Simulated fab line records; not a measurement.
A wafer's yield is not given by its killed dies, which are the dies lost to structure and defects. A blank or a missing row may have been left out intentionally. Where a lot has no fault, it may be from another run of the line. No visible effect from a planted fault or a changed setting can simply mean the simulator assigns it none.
Which of the tools did it? | flow nand-harc | 12 lots, 34 wafers sampled, at 5 steps of a route of 1159

== WHAT EACH GAUGE READ, for each wafer ==
NHARC_A_BLC_CD_MEAS_10 targets a cd of 100 nm. Usual: cd-nm 100.1 nm, standard deviation 0.78.
lot  | measured     | on        | cd-nm (nm)        | flag
L498 | day 17 08:20 | cd-sem-01 | 100.3 100.0 99.0  |
L499 | day 17 17:46 | cd-sem-02 | 100.2 98.7 99.3   |
L500 | day 17 21:55 | cd-sem-01 | 100.2 99.2 99.7   |
L506 | day 19 08:47 | cd-sem-03 | 100.4 100.5 100.2 |
L508 | day 20 00:59 | cd-sem-03 | 100.3             |
L509 | day 20 01:44 | cd-sem-03 | 101.0 100.3 100.0 |
L513 | day 21 03:08 | cd-sem-01 | 100.6 100.3 99.2  |
L512 | day 21 03:54 | cd-sem-02 | 100.0 100.0 101.0 |
L514 | day 22 04:22 | cd-sem-02 | 100.5 101.1 100.6 |
L519 | day 22 19:44 | cd-sem-02 | 99.2 100.1 98.8   |
L517 | day 23 04:01 | cd-sem-01 | 99.7 100.8 100.6  |
L521 | day 23 04:46 | cd-sem-02 | 99.8 99.8 99.0    |

NHARC_END_SORT_01. Usual: killed-at-array 28, standard deviation 11; killed-at-other 0.7, standard deviation 0.88; killed-at-periphery 3.1, standard deviation 2.2; killed-dies 31, standard deviation 12; killed-open 3.3, standard deviation 2; killed-short 2.0, standard deviation 1.6.
lot  | measured     | on        | killed-at-array | killed-at-other | killed-at-periphery | killed-dies | killed-open | killed-short | flag
L514 | day 24 18:03 | prober-01 | 42 43 41        | 1 0 1           | 6 4 0               | 49 47 42    | 5 6 0       | 4 2 2        |
L517 | day 25 10:31 | prober-01 | 24 30 30        | 0 0 0           | 2 1 6               | 26 31 36    | 1 5 9       | 4 1 0        |

== WHICH TOOL RAN EACH LOT (tool, then ch and the chambers of the sampled wafers, then the start) ==
lot  | NHARC_A_CONTACT_ETCH_110           | NHARC_A_BLC_ETCH_17                | NHARC_A_BLC_ETCH_18
L498 | rie-diel-05 ch 1,2,3, day 16 17:54 | rie-diel-01 ch 0,1,2, day 17 08:42 | rie-diel-01 ch 0,2,3, no start
L499 | rie-diel-07 ch 1,2,3, day 17 15:05 | rie-diel-09 ch 1,2,3, day 17 18:07 | rie-diel-09 ch 0,2,3, no start
L500 | rie-diel-07 ch 0,2, day 17 19:17   | rie-diel-03 ch 1,3, day 17 22:16   | rie-diel-03 ch 0,2,3, no start
L506 | rie-diel-11 ch 1,3, day 19 06:08   | rie-diel-09 ch 0,2, day 19 09:09   | rie-diel-09 ch 1,3, no start
L508 | rie-diel-07 ch 1, day 19 17:36     | rie-diel-03 ch 2, day 20 01:34     | rie-diel-03 ch 2, no start
L509 | rie-diel-07 ch 0,1,3, day 19 21:17 | rie-diel-09 ch 1,2,3, day 20 02:05 | rie-diel-09 ch 0,2,3, no start
L513 | rie-diel-05 ch 0,1,2, day 20 19:21 | rie-diel-09 ch 0,2,3, day 21 03:35 | rie-diel-09 ch 0,3, no start
L512 | rie-diel-07 ch 2,3, day 20 20:13   | rie-diel-01 ch 0,2,3, day 21 04:21 | rie-diel-01 ch 1,2,3, no start
L514 | rie-diel-05 ch 0,3, day 21 23:25   | rie-diel-09 ch 0,1,3, day 22 04:46 | rie-diel-09 ch 1,2,3, day 24 18:03 or earlier
L519 | rie-diel-11 ch 1,3, day 22 17:11   | rie-diel-09 ch 0,1, day 22 20:06   | rie-diel-09 ch 0,3, no start
L517 | rie-diel-07 ch 0,1,2, day 23 01:17 | rie-diel-03 ch 0,1,2, day 23 04:23 | rie-diel-03 ch 1,2,3, day 25 10:31 or earlier
L521 | rie-diel-07 ch 0,2, day 23 01:38   | rie-diel-09 ch 1,2,3, day 23 05:07 | rie-diel-09 ch 0,2,3, no start
- NHARC_A_CONTACT_ETCH_110: etches the open film in CF4/O2, target depth 50 nm, overetch 5 nm, time 27.5 s.
- NHARC_A_BLC_ETCH_17: etches the open film in N2/H2, target depth 390 nm, time 609.38 s.
- NHARC_A_BLC_ETCH_18: etches the open film in C4F8/O2/Ar, target depth 910 nm.

== AS READ BY THE TOOLS THEMSELVES (means over the sampled wafers that have a number; for cases with no such wafer, the mark the record gives instead) ==
NHARC_A_CONTACT_ETCH_110. Usual: for drypump-motor-current-A, 5.7 A with a standard deviation of 0.51; for mfc-ar-sccm, 0.008 sccm with a standard deviation of 0.0081; for oes-product-au, 1.003 a.u. with a standard deviation of 0.014; for rf-vpp-V, 197.3 V with a standard deviation of 1.6; for run-length-s, 48.9 s with a standard deviation of 0.39; for showerhead-plenum-p-Torr, 1.31 Torr with a standard deviation of 0.063; for throttle-valve-pct, 13.396 % with a standard deviation of 0.0095.
lot  | tool        | drypump-motor-current-A (A) | mfc-ar-sccm (sccm) | oes-product-au (a.u.) | rf-vpp-V (V) | run-length-s (s) | showerhead-plenum-p-Torr (Torr) | throttle-valve-pct (%) | flag
L498 | rie-diel-05 | 5.5                         | 0.000              | 0.992                 | 196.3        | 48.9             | 1.28                            | 13.403                 |
L499 | rie-diel-07 | 6.2                         | 0.011              | 1.004                 | 198.4        | 49.3             | 1.37                            | 13.397                 |
L500 | rie-diel-07 | 6.2                         | 0.012              | 1.010                 | 196.8        | 49.2             | 1.29                            | 13.401                 |
L506 | rie-diel-11 | 5.2                         | 0.000              | 1.005                 | 195.6        | 48.9             | 1.25                            | 13.400                 |
L508 | rie-diel-07 | 6.3                         | 0.008              | 1.013                 | 199.5        | 48.9             | 1.37                            | 13.427                 | OFF
L509 | rie-diel-07 | 5.7                         | 0.016              | 1.004                 | 199.3        | 48.8             | 1.41                            | 13.389                 |
L513 | rie-diel-05 | 5.5                         | 0.005              | 1.001                 | 197.0        | 49.0             | 1.27                            | 13.398                 |
L512 | rie-diel-07 | 5.9                         | 0.014              | 0.991                 | 197.5        | 49.0             | 1.37                            | 13.394                 |
L514 | rie-diel-05 | 5.6                         | 0.011              | 1.003                 | 196.9        | 48.8             | 1.26                            | 13.390                 |
L519 | rie-diel-11 | 5.2                         | 0.000              | 0.981                 | 196.7        | 49.0             | 1.25                            | 13.389                 |
L517 | rie-diel-07 | 6.1                         | 0.013              | 1.002                 | 198.3        | 48.9             | 1.37                            | 13.401                 |
L521 | rie-diel-07 | 6.3                         | 0.012              | 1.001                 | 197.9        | 49.2             | 1.35                            | 13.405                 |

NHARC_A_BLC_ETCH_17. Usual: for drypump-motor-current-A, 5.7 A with a standard deviation of 0.46; for mfc-ar-sccm, 0.015 sccm with a standard deviation of 0.012; for oes-product-au, 1.003 a.u. with a standard deviation of 0.014; for rf-vpp-V, 428.3 V with a standard deviation of 1.9; for run-length-s, 630.7 s with a standard deviation of 0.48; for showerhead-plenum-p-Torr, 1.96 Torr with a standard deviation of 0.062; for throttle-valve-pct, 14.172 % with a standard deviation of 0.01.
lot  | tool        | drypump-motor-current-A (A) | mfc-ar-sccm (sccm) | oes-product-au (a.u.) | rf-vpp-V (V) | run-length-s (s) | showerhead-plenum-p-Torr (Torr) | throttle-valve-pct (%) | flag
L498 | rie-diel-01 | 5.8                         | 0.010              | 1.003                 | 428.3        | 631.1            | 1.97                            | 14.177                 |
L499 | rie-diel-09 | 5.5                         | 0.021              | 0.998                 | 427.9        | 630.2            | 1.95                            | 14.165                 |
L500 | rie-diel-03 | 5.8                         | 0.014              | 1.010                 | 426.5        | 630.8            | 1.89                            | 14.168                 |
L506 | rie-diel-09 | 5.3                         | 0.003              | 1.004                 | 427.8        | 630.5            | 1.94                            | 14.181                 |
L508 | rie-diel-03 | 5.7                         | 0.014              | 1.006                 | 431.9        | 613.9            | 2.05                            | 14.181                 | OFF
L509 | rie-diel-09 | 5.6                         | 0.021              | 0.999                 | 427.7        | 630.3            | 1.94                            | 14.167                 |
L513 | rie-diel-09 | 5.8                         | 0.008              | 1.000                 | 427.8        | 630.2            | 1.94                            | 14.167                 |
L512 | rie-diel-01 | 5.7                         | 0.021              | 1.006                 | 426.9        | 630.8            | 1.92                            | 14.164                 |
L514 | rie-diel-09 | 5.8                         | 0.020              | 0.986                 | 427.4        | 630.3            | 1.95                            | 14.180                 |
L519 | rie-diel-09 | 5.2                         | 0.027              | 1.000                 | 428.5        | 630.7            | 1.97                            | 14.179                 |
L517 | rie-diel-03 | 5.8                         | 0.018              | 1.006                 | 430.1        | 631.1            | 1.99                            | 14.172                 |
L521 | rie-diel-09 | 5.6                         | 0.021              | 0.993                 | 427.9        | 630.2            | 1.94                            | 14.177                 |

NHARC_A_BLC_ETCH_18. Usual: oes-product-au 0.962 a.u., standard deviation 0.023; rf-vpp-V 973 V, standard deviation 4.1.
lot  | tool        | oes-product-au (a.u.) | rf-vpp-V (V) | flag
L498 | rie-diel-01 | 0.980                 | 971          |
L499 | rie-diel-09 | 0.972                 | 972          |
L500 | rie-diel-03 | 0.982                 | 976          |
L506 | rie-diel-09 | 0.970                 | 972          |
L508 | rie-diel-03 | 0.971                 | 980          |
L509 | rie-diel-09 | 0.977                 | 971          |
L513 | rie-diel-09 | 0.977                 | 973          |
L512 | rie-diel-01 | 0.925                 | 975          |
L514 | rie-diel-09 | 0.961                 | 971          |
L519 | rie-diel-09 | 0.976                 | 972          |
L517 | rie-diel-03 | 0.925                 | 972          |
L521 | rie-diel-09 | 0.969                 | 971          |

== THE ANSWER, worked out from the rows above alone ==
Rule: lot off if the mean of its wafers having a number is beyond 3 standard deviations from the usual mean. A lot without any number at a reading at which 4 lots or more have one is off too. Any other lot the step has rows for is counted as sound. The gauges are gone through in route order, then the tools' own readings, and for those a lot's mean is taken as printed above. At the first step where some lot is off, the reading lying furthest off is the one used; lots without a number count as furthest.
Off at NHARC_A_CONTACT_ETCH_110 (throttle-valve-pct): L508.
A tool fits if, at that step or a process step before it, it ran every lot that is off, and no sound lot after the first of them. Not one of the candidates tried fits.

== WHAT THE SIMULATOR HAD PUT IN ==
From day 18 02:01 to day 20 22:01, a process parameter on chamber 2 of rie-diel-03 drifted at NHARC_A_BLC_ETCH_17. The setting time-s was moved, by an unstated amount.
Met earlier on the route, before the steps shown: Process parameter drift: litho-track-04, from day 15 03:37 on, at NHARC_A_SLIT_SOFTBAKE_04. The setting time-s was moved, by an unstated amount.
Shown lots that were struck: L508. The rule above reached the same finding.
